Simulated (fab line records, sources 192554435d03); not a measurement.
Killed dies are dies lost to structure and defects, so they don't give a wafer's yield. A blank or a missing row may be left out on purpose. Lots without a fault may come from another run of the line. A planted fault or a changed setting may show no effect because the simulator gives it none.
A struck lot beside a sound one | flow n5_finfet | 16 steps out of a route of 1938
Sound: wafers L336.2, L336.4, L336.5. Struck: wafers L343.1, L343.2, L343.4. The cause comes at the end.
At each step with rows: each side's tool, then ch and its chambers, then its first start. Under that, the readings that differ: sound wafers | struck wafers | difference of the means | sigmas: that difference in standard deviations of wafers without a fault.
alike: readings whose means differ by less than 2 such deviations, and words and numbers that are the same on both sides. not compared: withheld readings, readings that some wafer has no value for, bounds like >300 that may hide the same value, and numbers for which the record gives no deviation and whose values overlap.
The two part at a step that has a row with sigmas, a row that says differs or no value, or rows on one side only. Numbers that don't overlap but have no deviation are shown without sigmas and don't part them. A reading that every wafer of one side lacks parts them only if that side has two wafers or more.

N5_HKMG_FIN_STRIP_34: strips in CF4.
  sound on rie_diel-05 ch 0,2,3, day 4 04:49; struck on rie_diel-03 ch 0,2,3, day 5 23:56
  alike: drypump_motor_current_A, oes_product_au, rf_vpp_V, showerhead_plenum_p_Torr, throttle_valve_pct
  not compared: rf_hours_counter_h
then, 3 steps without rows for these wafers: N5_HKMG_FIN_ETCH_35 (etches SOC in N2/H2, target depth 215.8 nm, time 243.4 s); N5_HKMG_FIN_STRIP_92 (strips SOC in N2/H2, time 20 s); N5_HKMG_FIN_WET_ETCH_18 (etches TiN in SC1, time 55 s, target depth 5.2 nm, rinse time 30 s).
N5_HKMG_FIN_STRIP_19: strips in N2/H2, time 360 s.
  sound on plasma_asher-02 ch 0,1, day 4 05:07; struck on plasma_asher-01 ch 0,1, day 6 00:15
  alike: drypump_motor_current_A, heater_power_w
  not compared: rf_hours_counter_h
N5_HKMG_FIN_ALD_91: deposits TiN, target thk 1 nm, pulse time 1 s, purge time 3 s.
  sound on ald_metal-02 ch 2,3, day 4 05:31; struck on ald_metal-02 ch 0,2, day 6 00:38
  alike: heater_power_w, precursor_pulse_height_rel, susceptor_temp_C
then, 1 step without rows for these wafers: N5_HKMG_FIN_COAT_85 (time 60 s, resist thk 300 nm).
N5_HKMG_FIN_ETCH_86: etches SOC in N2/H2, stops on TiN, target depth 393.2 nm.
  sound on rie_diel-05 ch 0,2,3, day 4 05:58; struck on rie_diel-03 ch 0,2,3, day 6 01:08
  alike: drypump_motor_current_A, oes_product_au, rf_vpp_V, showerhead_plenum_p_Torr, throttle_valve_pct
  not compared: rf_hours_counter_h
N5_HKMG_FIN_STRIP_89: strips SOC in N2/H2, time 20 s.
  sound on rie_diel-05 ch 0,2,3, day 4 06:01; struck on rie_diel-03 ch 0,2,3, day 6 01:12
  alike: drypump_motor_current_A, oes_product_au, rf_vpp_V, showerhead_plenum_p_Torr, throttle_valve_pct
  not compared: rf_hours_counter_h
then, 3 steps without rows for these wafers: N5_HKMG_FIN_WET_ETCH_87 (etches TiN in SC1, time 154.2 s, target depth 4.7 nm, rinse time 30 s); N5_HKMG_FIN_STRIP_88 (strips in N2/H2, time 360 s); N5_HKMG_FIN_NWFM_ALD_20 (deposits TiAlC, target thk 2 nm, pulse time 3 s, purge time 2 s).
N5_HKMG_FIN_ALD_71: deposits TiN, target thk 1 nm, pulse time 1 s, purge time 3 s.
  sound on ald_metal-01 ch 1,2,3, day 4 06:43; struck on ald_metal-01 ch 0,2,3, day 6 01:52
  reading              | sound                | struck               | difference | sigmas
  susceptor_temp_C (C) | 400.13 400.10 399.70 | 403.98 404.37 404.33 | +4.25      | +18
  alike: heater_power_w, precursor_pulse_height_rel
then, 1 step without rows for these wafers: N5_HKMG_FIN_COAT_66 (time 60 s, resist thk 300 nm).
-- the record jumps here: 3 days lie between the struck wafers' starts before and after (it left off in module HKMG_FIN and takes up again in module BEOL_M4, whose first step shown is number 1111 of the route) --
N5_BEOL_M4_RC_MEAS_101:
  sound on prober-02 ch 0, day 7 15:19; struck on prober-01 ch 0, day 9 10:06
  reading        | sound          | struck         | difference | sigmas
  DIBL_N (mV/V)  | 32.9 35.3 32.1 | 39.4 36.9 36.8 | +4.3       | +2
  IOFF_P (nA/um) | 0.15 0.18 0.14 | 0.27 0.22 0.24 | +0.09      | +3
  ION_P (uA/um)  | 454 457 446    | 484 468 481    | +25        | +3
  VT_P (mV)      | -257 -256 -258 | -243 -246 -244 | +13        | +3
  alike: DIBL_P, IOFF_N, ION_N, SS_N, SS_P, VT_N
-- the record jumps here: 4 days lie between the struck wafers' starts before and after (it left off in module BEOL_M4 and takes up again in module PASSIVATION, whose first step shown is number 1936 of the route) --
N5_PASSIVATION_PROBE_49:
  sound on prober-01, day 11 13:35; struck on prober-01, day 13 10:25
  alike: defect_limited_yield, killed_at_M0_to_M3, killed_at_M4_up, killed_at_contacts, killed_at_front_end, killed_at_other, killed_dies, killed_open, killed_short, sort_bin_5_function, sort_bin_6_memory, sort_n_pass, sort_yield_pct

WHERE THEY PART
First at N5_HKMG_FIN_ALD_71; last, within this record, at N5_BEOL_M4_RC_MEAS_101. Later steps at which nothing parts them and some readings are alike: N5_PASSIVATION_PROBE_49.

WHY: what the simulator had put in
Process parameter drift: ald_metal-01, from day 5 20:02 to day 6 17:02, at N5_HKMG_FIN_ALD_71. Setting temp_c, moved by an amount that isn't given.
